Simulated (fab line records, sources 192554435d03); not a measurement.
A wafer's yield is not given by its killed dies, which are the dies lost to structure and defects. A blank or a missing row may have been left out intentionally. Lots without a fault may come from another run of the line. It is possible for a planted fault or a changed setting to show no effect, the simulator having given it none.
Matching of chambers + flow n5 finfet + N5_PASSIVATION_PECVD_35 on pecvd-03: 3 sister chambers
The step deposits SiNx from SiH4/NH3/N2, target thk 700 nm, time 151.3 s. 16 wafers are shown with their chamber, then 8 later ones without.

## EACH WAFER AND ITS CHAMBER
| wafer  | chamber | throttle valve pct (%) | showerhead plenum p Torr (Torr) | heater power w (W) |
|--------|---------|------------------------|---------------------------------|--------------------|
| L074.2 | 0       | 29.7                   | 8.66                            | 299                |
| L074.4 | 2       | 29.0                   | 8.66                            | 386                |
| L074.6 | 2       | 28.7                   | 8.64                            | 403                |
| L075.1 | 0       | 30.2                   | 8.66                            | 350                |
| L075.4 | 2       | 28.9                   | 8.61                            | 400                |
| L075.6 | 0       | 30.1                   | 8.65                            | 228                |
| L078.1 | 1       | 31.9                   | 8.71                            | 569                |
| L078.3 | 2       | 29.1                   | 8.64                            | 408                |
| L078.4 | 1       | 32.1                   | 8.68                            | 409                |
| L079.1 | 2       | 29.2                   | 8.64                            | 355                |
| L079.3 | 0       | 30.0                   | 8.67                            | 364                |
| L079.4 | 2       | 29.2                   | 8.64                            | 390                |
| L084.3 | 2       | 28.8                   | 8.66                            | 303                |
| L084.4 | 1       | 32.1                   | 8.70                            | 568                |
| L084.5 | 0       | 29.8                   | 8.69                            | 229                |
| L087.1 | 2       | 29.3                   | 8.63                            | 403                |

SIGNATURES, as means of the wafers listed above
| reading                  | chamber 0 | chamber 1 | chamber 2 | scatter within a chamber |
|--------------------------|-----------|-----------|-----------|--------------------------|
| throttle valve pct       | 29.960    | 32.033    | 29.025    | 0.199                    |
| showerhead plenum p Torr | 8.6660    | 8.6967    | 8.6400    | 0.0157                   |
| heater power w           | 294.00    | 515.33    | 381.00    | 57.2                     |
Rule: a wafer's distance from a chamber is the root of the sum, over the readings, of the square of ((its reading less the chamber's mean) divided by the reading's scatter). The wafer belongs to the nearest chamber; if the next one is less than 2 further off, it can't be placed. How the scatter is found: for the shown wafers, subtract from each reading the mean of its chamber, square and add these, divide the total by (wafers less chambers), then take the root.

## WAFERS WITHOUT THEIR CHAMBER
| wafer  | throttle valve pct (%) | showerhead plenum p Torr (Torr) | heater power w (W) |
|--------|------------------------|---------------------------------|--------------------|
| L087.3 | 31.8                   | 8.69                            | 480                |
| L087.6 | 30.2                   | 8.66                            | 228                |
| L091.3 | 29.4                   | 8.63                            | 424                |
| L091.5 | 29.4                   | 8.64                            | 274                |
| L091.6 | 30.2                   | 8.68                            | 360                |
| L095.1 | 26.0                   | 8.66                            | 482                |
| L095.4 | 30.0                   | 8.67                            | 346                |
| L095.5 | 29.3                   | 8.64                            | 395                |

## WHICH CHAMBER EACH WENT THROUGH
| wafer  | from the rows above     | in truth                   |
|--------|-------------------------|----------------------------|
| L087.3 | 1                       | 1                          |
| L087.6 | 0                       | 0                          |
| L091.3 | 2                       | 2                          |
| L091.5 | can't be placed: 2 or 0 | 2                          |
| L091.6 | 0                       | 0                          |
| L095.1 | 2                       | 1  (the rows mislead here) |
| L095.4 | 0                       | 0                          |
| L095.5 | 2                       | 2                          |
Placed correctly: 6 of 8. Can't be placed from these rows: 1 (the true chamber is among the candidates in 1). Placed wrongly: 1.
